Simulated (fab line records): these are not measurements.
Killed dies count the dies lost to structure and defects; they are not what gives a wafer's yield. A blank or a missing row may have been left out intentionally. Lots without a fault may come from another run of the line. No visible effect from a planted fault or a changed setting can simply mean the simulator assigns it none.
fab line records	flow n5-finfet
record: lots: 7	wafers: 21
route steps=1938 shown FIN_SAQP@109 DUMMY_GATE@225 SD_EPI_P@306 SDB@361 HKMG_FIN@402
start-h: the number of hours between the record's first day and the start of the first shown wafer of the lot	wait-h: hours from the lot's prior step to this one	" the same as in the row above	L1.1+2: one row covering several wafers at once	- no value present, or no start provided	* or withheld: withheld	< > ~ a bound
route shown NAME@n: a module of which the file shows steps, and the number in the route of the first	usual: mean and standard deviation over wafers with no fault	same: alike in all rows	chamber/n: place in a boat	sites: each site's reading	_std_site: their standard deviation	_edge_site: mean of outer sites minus mean of inner sites	radius-mm: how far each site lies from the wafer's centre	mask NAME#n: copy n	behind: tool/chamber where the wafer was last shaped	hold: what put the lot on hold/how long, in hours/how the hold closed	device: the n, p or np transistor that did not switch	end of line: the same wafers' tests at the end of the route	a step given without rows: its recipe and nothing more	killed: dies that structure and defects cost at the first sort, which is not the same as the wafer's yield	map: dies across one wafer; x = killed, . = not, _ = none there
set.NAME: the setting as run; set.NAME@STEP: as run at that earlier step	model.NAME: the simulator's own value behind a step, which no gauge read
lots whose settings were changed on purpose; a table a step, a row a wafer
== steps ==
step: N5_FIN_SAQP_PEB_14
recipe: peb-temp-c: withheld	peb-time-s: 60	resist: CAR-ArF
lot.wafer	tool	chamber	start-h	wait-h	set.peb-time-s
L074.1+2+5	litho-track-04	0	21.87	0.1	60
L075.1+2+3	litho-track-02	0	27.28	0.1	60
L077.1+3	litho-track-04	0	39.40	0.1	67.59
L077.5	"	0	"	"	60
L080.1	litho-track-04	0	57.95	0.1	60
L080.2+6	"	0	"	"	51.2
L088.1+4	litho-track-02	0	105.85	0.1	60
L088.2	"	0	"	"	68.12
L092.1	litho-track-03	0	129.08	0.1	60
L092.2+3	"	0	"	"	66.03
L093.1+2+5	litho-track-03	0	135.41	0.1	60
step: N5_FIN_SAQP_DEVELOP_15
recipe: develop-time-s: 30	developer: TMAH	resist: CAR-ArF	dev-temp-c: 23	rinse-liquid: diw	dry: air-spin
step: N5_FIN_SAQP_CD_MEAS_16
recipe: target-cd-nm: 35.6	landing-energy-ev: 500	detector: se-inlens
usual: cd-nm: 35.57/0.28
lot.wafer	tool	chamber	start-h	wait-h	set.peb-time-s@FIN_SAQP_PEB_14	cd-nm
L074.1	cd-sem-02	0	21.94	-	60	35.63
L074.2	"	0	"	"	60	35.52
L074.5	"	0	"	"	60	35.35
L075.1	cd-sem-01	0	27.35	-	60	35.95
L075.2	"	0	"	"	60	35.71
L075.3	"	0	"	"	60	35.50
L077.1	cd-sem-02	0	39.46	-	67.59	34.17
L077.3	"	0	"	"	67.59	33.90
L077.5	"	0	"	"	60	35.99
L080.1	cd-sem-02	0	58.02	-	60	35.47
L080.2	"	0	"	"	51.2	37.87
L080.6	"	0	"	"	51.2	38.12
L088.1	cd-sem-02	0	105.92	-	60	35.16
L088.2	"	0	"	"	68.12	34.18
L088.4	"	0	"	"	60	35.30
L092.1	cd-sem-03	0	129.15	-	60	35.43
L092.2	"	0	"	"	66.03	34.33
L092.3	"	0	"	"	66.03	35.09
L093.1	cd-sem-03	0	135.48	-	60	35.37
L093.2	"	0	"	"	60	35.41
L093.5	"	0	"	"	60	35.02
step: N5_FIN_SAQP_ETCH_65
recipe: chemistry: CF4	target: SiO2	target-depth-a: 40	ion-energy-ev: 350	time-s: 4.4	pressure-mtorr: 10	icp-w: 800	bias-w: 400	cf4-flow-sccm: 80
lot.wafer	tool	chamber	start-h	wait-h	set.time-s	model.etch.depth-nm
L074.1	rie-si-06	0	24.31	0.1	4.4	3.942
L074.2	"	1	"	"	4.4	3.994
L074.5	"	2	"	"	4.4	4.005
L075.1	rie-si-04	2	29.77	0.1	4.4	4.053
L075.2	"	0	"	"	4.4	4.1
L075.3	"	1	"	"	4.4	4.036
L077.1	rie-si-05	3	42.51	0.1	4.4	3.951
L077.3	"	2	"	"	3.948	3.71
L077.5	"	0	"	"	3.948	3.523
L080.1	rie-si-04	2	60.57	0.1	4.4	4.005
L080.2	"	0	"	"	4.4	4.003
L080.6	"	2	"	"	4.674	4.261
L088.1	rie-si-06	3	109.18	0.1	4.4	4.02
L088.2	"	1	"	"	4.4	4.009
L088.4	"	2	"	"	4.4	4.038
L092.1	rie-si-04	2	131.69	0.1	4.4	3.96
L092.2	"	3	"	"	4.821	4.252
L092.3	"	0	"	"	4.4	3.959
L093.1	rie-si-04	2	137.76	0.1	3.478	3.169
L093.2	"	0	"	"	4.4	4.013
L093.5	"	0	"	"	3.478	3.127
step: N5_DUMMY_GATE_COAT_09
recipe: resist: CAR-EUV	spin-rpm: 1500	resist-thk-nm: 30
lot.wafer	tool	chamber	start-h	wait-h	set.spin-rpm	model.CAR-EUV_of_DUMMY_GATE_COAT_09.thk-nm
L074.1+5	litho-track-01	0	-	-	1400	31
L074.2	"	0	"	"	1500	30
L075.1+3	litho-track-02	0	-	-	1500	29.8
L075.2	"	0	"	"	1500	30
L077.1	litho-track-03	0	-	-	1500	30.2
L077.3	"	0	"	"	1608	28.8
L077.5	"	0	"	"	1500	30
L080.1	litho-track-02	0	-	-	1500	30
L080.2	"	0	"	"	1348	31.4
L080.6	"	0	"	"	1348	31.6
L088.1	litho-track-01	0	-	-	1374	31.4
L088.2+4	"	0	"	"	1500	30
L092.1	litho-track-03	0	-	-	1500	29.8
L092.2+3	"	0	"	"	1605	29
L093.1	litho-track-02	0	-	-	1500	30
L093.2+5	"	0	"	"	1500	29.8
step: N5_DUMMY_GATE_EXPOSE_12
recipe: mask-id: GATE	na: 0.33	source-shape: annular	sigma-inner: 0.2	sigma-outer: 0.6	polarization: unpolarized	target-cd-nm: 25	dose-mj: 34
lot.wafer	tool	chamber	start-h	wait-h	mask	set.dose-mj
L074.1+2+5	euv-scanner-01	0	45.82	-	GATE#0	32.88
L075.1+2+3	euv-scanner-02	0	50.74	-	GATE#0	34
L077.1+3	euv-scanner-01	0	64.10	-	GATE#0	31.65
L077.5	"	0	"	"	GATE#0	34
L080.1+2	euv-scanner-02	0	83.82	-	GATE#0	34
L080.6	"	0	"	"	GATE#0	33.35
L088.1+4	euv-scanner-02	0	132.48	-	GATE#0	34
L088.2	"	0	"	"	GATE#0	34.95
L092.1+2+3	euv-scanner-02	0	153.42	-	GATE#0	34
L093.1+2+5	euv-scanner-02	0	161.55	-	GATE#0	34
step: N5_DUMMY_GATE_PEB_13
recipe: peb-temp-c: 100	peb-time-s: 60	resist: CAR-EUV
step: N5_DUMMY_GATE_DEVELOP_14
recipe: develop-time-s: 30	developer: TMAH	resist: CAR-EUV	rinse-liquid: surfactant-rinse	dry: air-spin	dev-temp-c: 23
step: N5_DUMMY_GATE_CD_MEAS_15
recipe: target-cd-nm: 25.8	landing-energy-ev: 500	detector: se-inlens
usual: cd-nm: 25.00/0.22
lot.wafer	tool	chamber	start-h	wait-h	set.dose-mj@DUMMY_GATE_EXPOSE_12	cd-nm
L074.1	cd-sem-02	0	45.95	-	32.88	25.90
L074.2	"	0	"	"	32.88	25.47
L074.5	"	0	"	"	32.88	25.93
L075.1	cd-sem-03	0	50.87	-	34	25.04
L075.2	"	0	"	"	34	25.43
L075.3	"	0	"	"	34	24.84
L077.1	cd-sem-02	0	64.22	-	31.65	26.91
L077.3	"	0	"	"	31.65	26.43
L077.5	"	0	"	"	34	24.80
L080.1	cd-sem-02	0	83.94	-	34	25.20
L080.2	"	0	"	"	34	24.82
L080.6	"	0	"	"	33.35	25.61
L088.1	cd-sem-02	0	132.60	-	34	25.13
L088.2	"	0	"	"	34.95	24.45
L088.4	"	0	"	"	34	24.47
L092.1	cd-sem-03	0	153.54	-	34	25.17
L092.2	"	0	"	"	34	25.05
L092.3	"	0	"	"	34	25.14
L093.1	cd-sem-03	0	161.68	-	34	24.72
L093.2	"	0	"	"	34	24.85
L093.5	"	0	"	"	34	24.83
step: N5_DUMMY_GATE_DESCUM_20
recipe: chemistry: O2	time-s: 6.2	source-power-w: 50	bias-power-w: 20	pressure-mtorr: 20	rf-frequency-hz: 2.712e+07	temp-c: 40	resist: CAR-EUV	o2-flow-sccm: 225
lot.wafer	tool	chamber	start-h	wait-h	set.spin-rpm@DUMMY_GATE_COAT_09	model.CAR-EUV_of_DUMMY_GATE_COAT_09.thk-nm
L074.1	rie-diel-04	2	46.08	0.0	1400	27.4
L074.2	"	3	"	"	1500	26.4
L074.5	"	2	"	"	1400	27.6
L075.1+2+3	rie-diel-02	2,3,1	51.00	0.0	1500	26.4
L077.1	rie-diel-04	1	64.52	0.2	1500	26.6
L077.3	"	3	"	"	1608	25.2
L077.5	"	1	"	"	1500	26.4
L080.1	rie-diel-04	3	84.25	0.2	1500	26.4
L080.2+6	"	1,0	"	"	1348	28
L088.1	rie-diel-06	1	132.93	0.2	1374	28
L088.2+4	"	3,2	"	"	1500	26.6
L092.1	rie-diel-04	0	153.68	0.0	1500	26.4
L092.2+3	"	1,3	"	"	1605	25.4
L093.1	rie-diel-04	3	161.81	0.0	1500	26.4
L093.2+5	"	1,3	"	"	1500	26.2
step: N5_DUMMY_GATE_ETCH_29
recipe: chemistry: N2/H2	target: underlayer	target-depth-a: 130	ion-energy-ev: 200	pressure-mtorr: 30	source-w: 840	bias-w: 150	n2-flow-sccm: 200	h2-flow-sccm: 200
lot.wafer	tool	chamber	start-h	wait-h	set.spin-rpm@DUMMY_GATE_COAT_09	model.CAR-EUV_of_DUMMY_GATE_COAT_09.thk-nm
L074.1+5	rie-diel-04	2	46.15	0.0	1400	20
L074.2	"	3	"	"	1500	18.8
L075.1+3	rie-diel-02	2,1	51.07	0.0	1500	18.8
L075.2	"	3	"	"	1500	19
L077.1	rie-diel-04	1	64.58	0.0	1500	19
L077.3	"	3	"	"	1608	17.6
L077.5	"	1	"	"	1500	18.8
L080.1	rie-diel-04	3	84.31	0.0	1500	18.6
L080.2	"	1	"	"	1348	20.6
L080.6	"	0	"	"	1348	20.4
L088.1	rie-diel-06	1	132.99	0.0	1374	20.4
L088.2	"	3	"	"	1500	19.2
L088.4	"	2	"	"	1500	18.8
L092.1	rie-diel-04	0	153.74	0.0	1500	18.8
L092.2	"	1	"	"	1605	17.6
L092.3	"	3	"	"	1605	17.8
L093.1+5	rie-diel-04	3	161.87	0.0	1500	18.6
L093.2	"	1	"	"	1500	18.4
step: N5_DUMMY_GATE_ETCH_36
recipe: chemistry: CF4	target: SiARC	target-depth-a: 130	pressure-mtorr: 40	source-w: 545	bias-w: 36	Ar_flow_sccm: 100	cf4-flow-sccm: 100	ion-energy-ev: 80
lot.wafer	tool	chamber	start-h	wait-h	set.spin-rpm@DUMMY_GATE_COAT_09	model.CAR-EUV_of_DUMMY_GATE_COAT_09.thk-nm
L074.1+5	rie-diel-04	2	46.19	0.0	1400	12.4
L074.2	"	3	"	"	1500	11
L075.1+3	rie-diel-02	2,1	51.11	0.0	1500	11.2
L075.2	"	3	"	"	1500	11.6
L077.1	rie-diel-04	1	64.62	0.0	1500	11.6
L077.3	"	3	"	"	1608	9.8
L077.5	"	1	"	"	1500	11.4
L080.1	rie-diel-04	3	84.35	0.0	1500	11
L080.2	"	1	"	"	1348	13
L080.6	"	0	"	"	1348	12.6
L088.1	rie-diel-06	1	133.03	0.0	1374	13
L088.2	"	3	"	"	1500	11.8
L088.4	"	2	"	"	1500	11.2
L092.1	rie-diel-04	0	153.78	0.0	1500	11
L092.2	"	1	"	"	1605	9.8
L092.3	"	3	"	"	1605	10.2
L093.1	rie-diel-04	3	161.91	0.0	1500	11.2
L093.2	"	1	"	"	1500	10.6
L093.5	"	3	"	"	1500	11
step: N5_DUMMY_GATE_ETCH_37
recipe: chemistry: N2/H2	target: SOC	target-depth-a: 600	overetch-a: 300	temp-c: 40	ion-energy-ev: 200	pressure-mtorr: 30	source-w: 840	bias-w: 150	n2-flow-sccm: 200	h2-flow-sccm: 200
step: N5_DUMMY_GATE_STRIP_38
recipe: chemistry: N2/H2	temp-c: 40	n2-flow-sccm: 200	h2-flow-sccm: 200	rf-frequency-hz: 6e+07
step: N5_DUMMY_GATE_STRIP_39
recipe: chemistry: N2/H2	temp-c: 40	n2-flow-sccm: 200	h2-flow-sccm: 200	rf-frequency-hz: 6e+07
step: N5_DUMMY_GATE_TRIM_49
recipe: chemistry: O2	resist: SOC	time-s: 29	target-cd-nm: 14	source-power-w: 300	bias-power-w: 0	O2_flow_sccm: 100	temp-c: 20
lot.wafer	tool	chamber	start-h	wait-h	set.dose-mj@DUMMY_GATE_EXPOSE_12	model.DUMMY_GATE.cd-nm
L074.1+2+5	rie-si-03	0,2,1	46.31	0.0	32.88	15
L075.1+2+3	rie-si-01	2,3,1	51.23	0.0	34	14
L077.1+3	rie-si-01	1,2	64.74	0.0	31.65	15.4
L077.5	"	1	"	"	34	13.8
L080.1	rie-si-03	1	84.48	0.0	34	13.8
L080.2	"	0	"	"	34	14
L080.6	"	1	"	"	33.35	14
L088.1	rie-si-01	2	133.15	0.0	34	14
L088.2	"	0	"	"	34.95	13.4
L088.4	"	1	"	"	34	14.2
L092.1+2	rie-si-01	3,1	153.90	0.0	34	13.8
L092.3	"	0	"	"	34	14
L093.1+2+5	rie-si-03	1,3,2	162.03	0.0	34	13.8
step: N5_DUMMY_GATE_STRIP_40
recipe: chemistry: CF4	resist: SiARC	power-w: 300	bias-power-w: 75	pressure-mtorr: 50	cf4-flow-sccm: 150	rf-frequency-hz: 6e+07
step: N5_DUMMY_GATE_ETCH_32
recipe: chemistry: CF4	target: SiO2	target-depth-a: 35	time-s: 3.9	ion-energy-ev: 350	pressure-mtorr: 10	icp-w: 800	bias-w: 400	cf4-flow-sccm: 80
step: N5_DUMMY_GATE_ETCH_23
recipe: chemistry: HBr/Cl2/O2	HBr_flow_sccm: 150	Cl2_flow_sccm: 80	O2_flow_sccm: 12	bias-w: 102	target-depth-a: 410	time-s: 22.3	target: poly-Si	mask-material: SiO2	pressure-mtorr: 10	icp-w: 800
step: N5_DUMMY_GATE_ETCH_44
recipe: chemistry: HBr/O2	over-etch-frac: 0.7	target-depth-a: 1275	stop-on: SiO2	ion-energy-ev: 60	bias-w: 20	target: poly-Si	mask-material: SiO2	pressure-mtorr: 20	icp-w: 400	HBr_flow_sccm: 120	O2_flow_sccm: 10
lot.wafer	tool	chamber	start-h	wait-h	set.dose-mj@DUMMY_GATE_EXPOSE_12	model.DUMMY_GATE.cd-nm
L074.1+5	rie-si-02	3	46.84	0.0	32.88	16.2
L074.2	"	2	"	"	32.88	16.4
L075.1+2+3	rie-si-03	1,0,3	51.76	0.0	34	15
L077.1+3	rie-si-03	0,2	65.28	0.0	31.65	16.4
L077.5	"	0	"	"	34	14.8
L080.1+2	rie-si-01	3,2	85.01	0.0	34	14.6
L080.6	"	0	"	"	33.35	15
L088.1	rie-si-02	3	133.68	0.0	34	15
L088.2	"	2	"	"	34.95	14.4
L088.4	"	1	"	"	34	15.2
L092.1+3	rie-si-02	0,1	154.44	0.0	34	14.6
L092.2	"	2	"	"	34	14.8
L093.1+2	rie-si-01	3,0	162.57	0.0	34	15
L093.5	"	2	"	"	34	14.8
step: N5_DUMMY_GATE_CD_MEAS_24
recipe: target-cd-nm: 15
usual: cd-nm: 15.0/0.35
lot.wafer	tool	chamber	start-h	wait-h	set.dose-mj@DUMMY_GATE_EXPOSE_12	cd-nm
L074.1	cd-sem-03	-	46.95	0.1	32.88	16.7
L074.2	"	-	"	"	32.88	16.6
L074.5	"	-	"	"	32.88	16.5
L075.1	cd-sem-02	-	51.87	0.1	34	15.1
L075.2	"	-	"	"	34	15.2
L075.3	"	-	"	"	34	15.5
L077.1	cd-sem-01	-	65.39	0.1	31.65	16.6
L077.3	"	-	"	"	31.65	16.5
L077.5	"	-	"	"	34	14.8
L080.1	cd-sem-03	-	85.12	0.1	34	14.5
L080.2	"	-	"	"	34	14.8
L080.6	"	-	"	"	33.35	14.6
L088.1	cd-sem-02	-	133.79	0.1	34	15.0
L088.2	"	-	"	"	34.95	14.6
L088.4	"	-	"	"	34	15.3
L092.1	cd-sem-02	-	154.54	0.1	34	14.8
L092.2	"	-	"	"	34	14.9
L092.3	"	-	"	"	34	14.2
L093.1	cd-sem-02	-	162.69	0.1	34	15.2
L093.2	"	-	"	"	34	15.2
L093.5	"	-	"	"	34	14.7
step: N5_SD_EPI_P_DESCUM_14
recipe: chemistry: O2	time-s: 7.9	source-power-w: 50	bias-power-w: 20	pressure-mtorr: 20	rf-frequency-hz: 2.712e+07	temp-c: 40	resist: CAR-ArF-block	o2-flow-sccm: 225
lot.wafer	tool	chamber	start-h	wait-h	set.time-s	model.CAR-ArF-block_of_SD_EPI_P_COAT_03.thk-nm
L074.1	rie-diel-04	0	53.13	0.0	7.9	144
L074.2	"	2	"	"	7.9	143.8
L074.5	"	1	"	"	7.9	143.6
L075.1+2	rie-diel-02	0,2	58.77	0.0	7.9	143.2
L075.3	"	3	"	"	7.9	143
L077.1	rie-diel-06	1	71.20	0.0	6.458	144.2
L077.3	"	0	"	"	7.9	143.2
L077.5	"	1	"	"	6.458	144
L080.1	rie-diel-06	0	93.65	0.1	7.9	143
L080.2	"	1	"	"	7.9	143.2
L080.6	"	3	"	"	6.757	144
L088.1	rie-diel-02	2	139.97	0.1	7.9	143.2
L088.2+4	"	0,3	"	"	7.9	143
L092.1	rie-diel-02	2	160.80	0.0	7.9	143.8
L092.2	"	1	"	"	7.9	143.2
L092.3	"	3	"	"	7.9	143.6
L093.1	rie-diel-06	2	168.55	0.0	6.792	144
L093.2	"	3	"	"	7.9	143.2
L093.5	"	1	"	"	7.9	143.6
step: N5_SD_EPI_P_ETCH_37
recipe: chemistry: N2/H2	target: SOC	overetch-a: 1080	mask-material: SiARC	temp-c: 40	ion-energy-ev: 100	source-w: 3000	bias-w: 133	pressure-mtorr: 20	time-s: 486	n2-flow-sccm: 200	h2-flow-sccm: 200	ends: end-point
usual: rf-vpp-V: 240.8/1.3
lot.wafer	tool	chamber	start-h	wait-h	set.source-w	rf-vpp-V	model.SiARC_of_SD_EPI_P_COAT_35.thk-nm
L074.1	rie-diel-04	0	53.22	0.0	2859	246.0	20.2
L074.2	"	2	"	"	3000	238.8	19.8
L074.5	"	1	"	"	3000	239.4	20
L075.1	rie-diel-02	0	58.86	0.0	3000	240.1	20.2
L075.2	"	2	"	"	3000	240.9	19.8
L075.3	"	3	"	"	3000	241.5	20.2
L077.1	rie-diel-06	1	71.29	0.0	3000	242.2	19.8
L077.3	"	0	"	"	3000	240.6	19.8
L077.5	"	1	"	"	3000	241.2	19.8
L080.1	rie-diel-06	0	93.75	0.0	3142	236.5	19.2
L080.2	"	1	"	"	3000	241.8	19.6
L080.6	"	3	"	"	3000	240.4	19.6
L088.1	rie-diel-02	2	140.06	0.0	3000	239.5	19.6
L088.2	"	0	"	"	3000	240.3	19.8
L088.4	"	3	"	"	2782	247.3	21
L092.1	rie-diel-02	2	160.89	0.0	2515	254.4	22.2
L092.2	"	1	"	"	3000	242.0	20
L092.3	"	3	"	"	3000	242.6	20.6
L093.1	rie-diel-06	2	168.64	0.0	3000	239.8	19.6
L093.2	"	3	"	"	3156	236.0	19.2
L093.5	"	1	"	"	3156	238.2	19.6
step: N5_SD_EPI_P_STRIP_38
recipe: chemistry: N2/H2	temp-c: 40	n2-flow-sccm: 200	h2-flow-sccm: 200	rf-frequency-hz: 6e+07
step: N5_SD_EPI_P_ETCHBACK_46
recipe: chemistry: CH3F/O2	mode: anisotropic-etchback	target: SiNx	target-depth-a: 175	stop-on: SiO2	over-etch-frac: 0.3	ion-energy-ev: 120	pressure-mtorr: 30	source-w: 395	bias-w: 73	Ar_flow_sccm: 150	CH3F_flow_sccm: 30	O2_flow_sccm: 20
lot.wafer	tool	chamber	start-h	wait-h	set.source-w@SD_EPI_P_ETCH_37	model.SiARC_of_SD_EPI_P_COAT_35.thk-nm
L074.1	rie-diel-04	0	53.54	0.0	2859	15.6
L074.2	"	2	"	"	3000	15.4
L074.5	"	1	"	"	3000	15.6
L075.1	rie-diel-02	0	59.19	0.0	3000	15.6
L075.2	"	2	"	"	3000	15.2
L075.3	"	3	"	"	3000	15.8
L077.1	rie-diel-06	1	71.62	0.0	3000	15.4
L077.3+5	"	0,1	"	"	3000	15.2
L080.1	rie-diel-06	0	94.07	0.0	3142	14.6
L080.2+6	"	1,3	"	"	3000	15.2
L088.1	rie-diel-02	2	140.38	0.0	3000	15
L088.2	"	0	"	"	3000	15.4
L088.4	"	3	"	"	2782	16.6
L092.1	rie-diel-02	2	161.21	0.0	2515	17.6
L092.2	"	1	"	"	3000	15.6
L092.3	"	3	"	"	3000	16.2
L093.1	rie-diel-06	2	168.96	0.0	3000	15
L093.2	"	3	"	"	3156	14.8
L093.5	"	1	"	"	3156	15
step: N5_SDB_ETCH_18
recipe: chemistry: N2/H2	target: SOC	target-depth-a: 1000	overetch-a: 200	mask-material: SiARC	temp-c: 40	time-s: 150	ion-energy-ev: 200	pressure-mtorr: 30	source-w: 840	bias-w: 150	n2-flow-sccm: 200	h2-flow-sccm: 200
usual: rf-vpp-V: 524.8/2.8
lot.wafer	tool	chamber	start-h	wait-h	set.source-w	rf-vpp-V
L074.1	rie-diel-01	2	65.08	0.0	840	528.4
L074.2	"	3	"	"	840	528.0
L074.5	"	0	"	"	840	524.8
L075.1	rie-diel-03	2	70.49	0.0	840	528.0
L075.2	"	1	"	"	840	527.6
L075.3	"	3	"	"	840	523.0
L077.1	rie-diel-01	1	83.91	0.0	840	521.0
L077.3	"	0	"	"	718.3	553.5
L077.5	"	0	"	"	718.3	555.0
L080.1	rie-diel-03	2	106.36	0.0	793.5	537.3
L080.2	"	1	"	"	840	527.5
L080.6	"	0	"	"	793.5	532.6
L088.1	rie-diel-03	1	152.65	0.0	789.4	539.0
L088.2	"	3	"	"	840	520.8
L088.4	"	2	"	"	789.4	536.9
L092.1	rie-diel-05	3	172.12	0.0	840	523.5
L092.2	"	0	"	"	840	526.7
L092.3	"	1	"	"	754.1	541.3
L093.1	rie-diel-03	3	182.16	0.0	840	520.0
L093.2	"	0	"	"	840	523.7
L093.5	"	3	"	"	840	522.2
step: N5_HKMG_FIN_ETCH_54
recipe: chemistry: CF4	target: SiARC	target-depth-a: 455	mask-material: CAR-ArF	time-s: 75.8	ion-energy-ev: 80	pressure-mtorr: 40	source-w: 545	bias-w: 36	Ar_flow_sccm: 100	cf4-flow-sccm: 100	ends: cleared
usual: etch-rf-on-time-s: 76.7/1.1	rf-vpp-V: 184.3/1.2
lot.wafer	tool	chamber	start-h	wait-h	set.source-w	etch-rf-on-time-s	rf-vpp-V
L074.1	rie-diel-03	3	70.85	0.0	545	75.7	183.8
L074.2	"	2	"	"	545	77.6	184.4
L074.5	"	2	"	"	595.9	71.4	178.9
L075.1	rie-diel-03	2	76.12	0.0	545	76.7	185.6
L075.2	"	1	"	"	545	75.1	184.0
L075.3	"	3	"	"	545	74.3	183.9
L077.1	rie-diel-01	3	89.76	0.0	512.6	81.9	189.8
L077.3	"	1	"	"	512.6	83.0	185.6
L077.5	"	1	"	"	545	78.7	182.8
L080.1	rie-diel-03	0	113.06	0.0	545	74.8	183.7
L080.2	"	1	"	"	545	75.1	184.9
L080.6	"	0	"	"	545	74.4	182.7
L088.1	rie-diel-01	1	158.98	0.0	480.5	86.0	190.5
L088.2	"	2	"	"	480.5	84.9	193.5
L088.4	"	0	"	"	545	77.7	186.3
L092.1	rie-diel-05	3	178.02	0.0	545	77.6	184.1
L092.2	"	0	"	"	545	77.4	184.8
L092.3	"	2	"	"	458.8	90.2	195.8
L093.1	rie-diel-05	0	188.48	0.0	545	77.2	185.0
L093.2	"	3	"	"	545	76.7	182.6
L093.5	"	0	"	"	545	77.1	183.8
== key ==
split: step: N5_FIN_SAQP_PEB_14	setting: peb-time-s	stated: 60	by: wafer
response: step: N5_FIN_SAQP_CD_MEAS_16	reading: cd-nm	change: -0.126	per: 1%	r: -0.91
split: step: N5_FIN_SAQP_ETCH_65	setting: time-s	stated: 4.4	by: wafer
response: step: N5_FIN_SAQP_ETCH_65	reading: model.etch.depth-nm	change: +0.0385	per: 1%	r: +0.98
split: step: N5_DUMMY_GATE_COAT_09	setting: spin-rpm	stated: 1500	by: wafer
response: step: N5_DUMMY_GATE_COAT_09	reading: model.CAR-EUV_of_DUMMY_GATE_COAT_09.thk-nm	change: -0.153	per: 1%	r: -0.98
response: step: N5_DUMMY_GATE_DESCUM_20	reading: model.CAR-EUV_of_DUMMY_GATE_COAT_09.thk-nm	change: -0.162	per: 1%	r: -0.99
response: step: N5_DUMMY_GATE_ETCH_29	reading: model.CAR-EUV_of_DUMMY_GATE_COAT_09.thk-nm	change: -0.176	per: 1%	r: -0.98
response: step: N5_DUMMY_GATE_ETCH_36	reading: model.CAR-EUV_of_DUMMY_GATE_COAT_09.thk-nm	change: -0.187	per: 1%	r: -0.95
split: step: N5_DUMMY_GATE_EXPOSE_12	setting: dose-mj	stated: 34	by: wafer
response: step: N5_DUMMY_GATE_CD_MEAS_15	reading: cd-nm	change: -0.255	per: 1%	r: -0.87
response: step: N5_DUMMY_GATE_TRIM_49	reading: model.DUMMY_GATE.cd-nm	change: -0.223	per: 1%	r: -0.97
response: step: N5_DUMMY_GATE_ETCH_44	reading: model.DUMMY_GATE.cd-nm	change: -0.233	per: 1%	r: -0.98
response: step: N5_DUMMY_GATE_CD_MEAS_24	reading: cd-nm	change: -0.231	per: 1%	r: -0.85
split: step: N5_SD_EPI_P_DESCUM_14	setting: time-s	stated: 7.9	by: wafer
response: step: N5_SD_EPI_P_DESCUM_14	reading: model.CAR-ArF-block_of_SD_EPI_P_COAT_03.thk-nm	change: -0.0512	per: 1%	r: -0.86
split: step: N5_SD_EPI_P_ETCH_37	setting: source-w	stated: 3000	by: wafer
response: step: N5_SD_EPI_P_ETCH_37	reading: rf-vpp-V	change: -0.824	per: 1%	r: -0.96
response: step: N5_SD_EPI_P_ETCH_37	reading: model.SiARC_of_SD_EPI_P_COAT_35.thk-nm	change: -0.115	per: 1%	r: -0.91
response: step: N5_SD_EPI_P_ETCHBACK_46	reading: model.SiARC_of_SD_EPI_P_COAT_35.thk-nm	change: -0.108	per: 1%	r: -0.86
split: step: N5_SDB_ETCH_18	setting: source-w	stated: 840	by: wafer
response: step: N5_SDB_ETCH_18	reading: rf-vpp-V	change: -2.08	per: 1%	r: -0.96
split: step: N5_HKMG_FIN_ETCH_54	setting: source-w	stated: 545	by: wafer
response: step: N5_HKMG_FIN_ETCH_54	reading: etch-rf-on-time-s	change: *	per: 1%	r: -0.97
response: step: N5_HKMG_FIN_ETCH_54	reading: rf-vpp-V	change: -0.633	per: 1%	r: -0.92
